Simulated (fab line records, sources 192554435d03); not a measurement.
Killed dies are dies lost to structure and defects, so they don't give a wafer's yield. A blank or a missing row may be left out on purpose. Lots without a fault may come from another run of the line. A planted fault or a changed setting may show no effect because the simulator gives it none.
Chamber matching | flow n5_finfet | N5_BEOL_M3_STRIP_19 on rie_diel-06: 4 sister chambers
The step strips in O2. 16 wafers are shown with their chamber, then 8 later ones without.

WAFERS WITH THEIR CHAMBER
wafer  | chamber | drypump_motor_current_A (A) | showerhead_plenum_p_Torr (Torr) | oes_product_au (a.u.)
L076.1 | 1       | 5.93                        | 2.20                            | 0.74
L076.2 | 2       | 5.53                        | 2.09                            | 0.71
L076.3 | 3       | 5.77                        | 2.15                            | 0.92
L076.4 | 0       | 5.84                        | 2.10                            | 0.74
L076.5 | 3       | 5.76                        | 2.15                            | 0.92
L076.6 | 0       | 5.84                        | 2.10                            | 0.74
L084.1 | 0       | 5.85                        | 2.09                            | 0.72
L084.2 | 2       | 5.52                        | 2.08                            | 0.70
L084.4 | 1       | 5.93                        | 2.19                            | 0.72
L086.2 | 3       | 5.76                        | 2.14                            | 0.89
L086.3 | 0       | 5.84                        | 2.09                            | 0.72
L086.4 | 2       | 5.52                        | 2.08                            | 0.69
L088.2 | 3       | 5.80                        | 2.14                            | 0.88
L088.4 | 0       | 5.83                        | 2.09                            | 0.72
L088.6 | 0       | 5.83                        | 2.09                            | 0.72
L093.1 | 0       | 5.83                        | 2.09                            | 0.72

SIGNATURES (means of the wafers above)
reading                  | chamber 0 | chamber 1 | chamber 2 | chamber 3 | scatter within a chamber
drypump_motor_current_A  | 5.8371    | 5.9300    | 5.5233    | 5.7725    | 0.0111
showerhead_plenum_p_Torr | 2.0929    | 2.1950    | 2.0833    | 2.1450    | 0.00547
oes_product_au           | 0.7257    | 0.7300    | 0.7000    | 0.9025    | 0.0137
Rule: a wafer's distance from a chamber is the root of the sum, over the readings, of the square of ((its reading less the chamber's mean) divided by the reading's scatter). The wafer belongs to the nearest chamber; if the next one is less than 2 further off, it can't be placed. The scatter: the root of (the sum of the squares of (reading less its chamber's mean) over the shown wafers, divided by (wafers less chambers)).

WAFERS WITHOUT THEIR CHAMBER
wafer  | drypump_motor_current_A (A) | showerhead_plenum_p_Torr (Torr) | oes_product_au (a.u.)
L093.3 | 5.80                        | 2.14                            | 0.87
L093.4 | 5.91                        | 2.19                            | 0.71
L094.4 | 5.93                        | 2.19                            | 0.71
L094.5 | 5.51                        | 2.08                            | 0.69
L094.6 | 5.81                        | 2.14                            | 0.86
L095.2 | 5.52                        | 2.08                            | 0.68
L095.3 | 5.83                        | 2.13                            | 0.86
L095.5 | 5.78                        | 2.13                            | 0.87

WHICH CHAMBER EACH WENT THROUGH
wafer  | from the rows above | in truth
L093.3 | 3                   | 3
L093.4 | 1                   | 1
L094.4 | 1                   | 1
L094.5 | 2                   | 2
L094.6 | 3                   | 3
L095.2 | 2                   | 2
L095.3 | 3                   | 3
L095.5 | 3                   | 3
Placed correctly: 8 of 8. Can't be placed from these rows: 0. Placed wrongly: 0.
